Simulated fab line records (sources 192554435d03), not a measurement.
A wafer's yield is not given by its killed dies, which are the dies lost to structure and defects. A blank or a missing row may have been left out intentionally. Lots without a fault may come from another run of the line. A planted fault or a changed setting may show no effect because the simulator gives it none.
Chamber matching :: flow n5-finfet :: 4 sister chambers for N5_BEOL_M2_STRIP_36 on rie-diel-02
The step strips in N2/H2. 8 wafers are shown with their chamber, then 10 later ones without.

## WAFERS PAIRED WITH THEIR CHAMBERS
wafer: L075.4
chamber: 1
showerhead-plenum-p-Torr (Torr): 2.57
oes-product-au (a.u.): 0.77

wafer: L077.4
chamber: 1
showerhead-plenum-p-Torr (Torr): 2.57
oes-product-au (a.u.): 0.77

wafer: L082.3
chamber: 2
showerhead-plenum-p-Torr (Torr): 2.47
oes-product-au (a.u.): 0.88

wafer: L088.1
chamber: 2
showerhead-plenum-p-Torr (Torr): 2.46
oes-product-au (a.u.): 0.86

wafer: L088.4
chamber: 3
showerhead-plenum-p-Torr (Torr): 2.57
oes-product-au (a.u.): 0.80

wafer: L088.5
chamber: 0
showerhead-plenum-p-Torr (Torr): 2.48
oes-product-au (a.u.): 0.90

wafer: L091.2
chamber: 0
showerhead-plenum-p-Torr (Torr): 2.48
oes-product-au (a.u.): 0.88

wafer: L091.4
chamber: 3
showerhead-plenum-p-Torr (Torr): 2.57
oes-product-au (a.u.): 0.80

## WAFERS WITHOUT THEIR CHAMBER
wafer: L091.5
showerhead-plenum-p-Torr (Torr): 2.56
oes-product-au (a.u.): 0.74

wafer: L093.1
showerhead-plenum-p-Torr (Torr): 2.48
oes-product-au (a.u.): 0.89

wafer: L093.4
showerhead-plenum-p-Torr (Torr): 2.46
oes-product-au (a.u.): 0.84

wafer: L093.6
showerhead-plenum-p-Torr (Torr): 2.48
oes-product-au (a.u.): 0.89

wafer: L094.3
showerhead-plenum-p-Torr (Torr): 2.46
oes-product-au (a.u.): 0.84

wafer: L094.5
showerhead-plenum-p-Torr (Torr): 2.55
oes-product-au (a.u.): 0.72

wafer: L094.6
showerhead-plenum-p-Torr (Torr): 2.46
oes-product-au (a.u.): 0.84

wafer: L096.1
showerhead-plenum-p-Torr (Torr): 2.47
oes-product-au (a.u.): 0.88

wafer: L096.4
showerhead-plenum-p-Torr (Torr): 2.46
oes-product-au (a.u.): 0.84

wafer: L096.5
showerhead-plenum-p-Torr (Torr): 2.46
oes-product-au (a.u.): 0.83

## THE CHAMBER EACH PASSED THROUGH
wafer: L091.5
from the rows above: 1
in truth: 1

wafer: L093.1
from the rows above: 0
in truth: 0

wafer: L093.4
from the rows above: 2
in truth: 2

wafer: L093.6
from the rows above: 0
in truth: 0

wafer: L094.3
from the rows above: 2
in truth: 2

wafer: L094.5
from the rows above: 1
in truth: 1

wafer: L094.6
from the rows above: 2
in truth: 2

wafer: L096.1
from the rows above: can't be placed: 2 or 0
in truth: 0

wafer: L096.4
from the rows above: 2
in truth: 2

wafer: L096.5
from the rows above: 2
in truth: 2
Placed correctly: 9 of 10. Can't be placed from these rows: 1 (the true chamber is among the candidates in 1). Wrongly placed: 0.
How it was worked out, from the rows above alone: a wafer's distance from a chamber is the root of the sum, over the readings, of the square of ((its reading less the chamber's mean) divided by the reading's scatter). If the next closest chamber is less than 2 further off than the closest, the wafer can't be placed; otherwise it belongs to the closest. For every chamber, the mean is computed from those of its wafers that are shown. The scatter: the root of (the sum of the squares of (reading less its chamber's mean) over the shown wafers, divided by (wafers less chambers)).
